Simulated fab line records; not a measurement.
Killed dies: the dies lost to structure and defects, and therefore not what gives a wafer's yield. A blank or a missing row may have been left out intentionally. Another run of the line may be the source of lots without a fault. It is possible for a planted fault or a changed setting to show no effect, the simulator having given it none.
Matching of chambers + flow n5Finfet + 4 sister chambers for N5_BEOL_M0_SAQP_HM_OPEN_112 on rieDiel-06
The step chemistry CHF3/O2, target SiO2, stops on a-Si, target depth 12 nm, time 13.5 s. 4 wafers are shown with their chamber, then 11 later ones without.

WAFERS PAIRED WITH THEIR CHAMBERS
| wafer  | chamber | showerheadPlenumPTorr (Torr) |
|--------|---------|------------------------------|
| L090.1 | 0       | 2.36                         |
| L090.6 | 3       | 2.38                         |
| L091.3 | 2       | 2.45                         |
| L093.2 | 1       | 2.52                         |

WAFERS WITH NO CHAMBER GIVEN
| wafer  | showerheadPlenumPTorr (Torr) |
|--------|------------------------------|
| L093.3 | 2.37                         |
| L093.4 | 2.52                         |
| L094.2 | 2.52                         |
| L094.4 | 2.52                         |
| L094.5 | 2.52                         |
| L096.2 | 2.51                         |
| L096.3 | 2.37                         |
| L096.5 | 2.37                         |
| L097.2 | 2.36                         |
| L097.3 | 2.45                         |
| L097.5 | 2.36                         |

EACH ONE'S CHAMBER
| wafer  | from the rows above     | in truth |
|--------|-------------------------|----------|
| L093.3 | can't be placed: 3 or 0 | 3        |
| L093.4 | 1                       | 1        |
| L094.2 | 1                       | 1        |
| L094.4 | 1                       | 1        |
| L094.5 | 1                       | 1        |
| L096.2 | 1                       | 1        |
| L096.3 | can't be placed: 3 or 0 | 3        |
| L096.5 | can't be placed: 3 or 0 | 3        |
| L097.2 | 0                       | 0        |
| L097.3 | 2                       | 2        |
| L097.5 | 0                       | 0        |
Placed correctly: 8 of 11. Can't be placed from these rows: 3 (the true chamber is among the candidates in 3). 0 placed wrongly.
How it was worked out, from the rows above alone: a wafer's distance from a chamber is the root of the sum, over the readings, of the square of ((its reading less the chamber's mean) divided by the reading's scatter). The wafer belongs to the nearest chamber; if the next one is less than 2 further off, it can't be placed. The mean given for a chamber averages the wafers shown for that chamber. The scatter: with one shown wafer a chamber, the root of the mean of the squares of how far each hidden wafer lies from its nearest shown one.
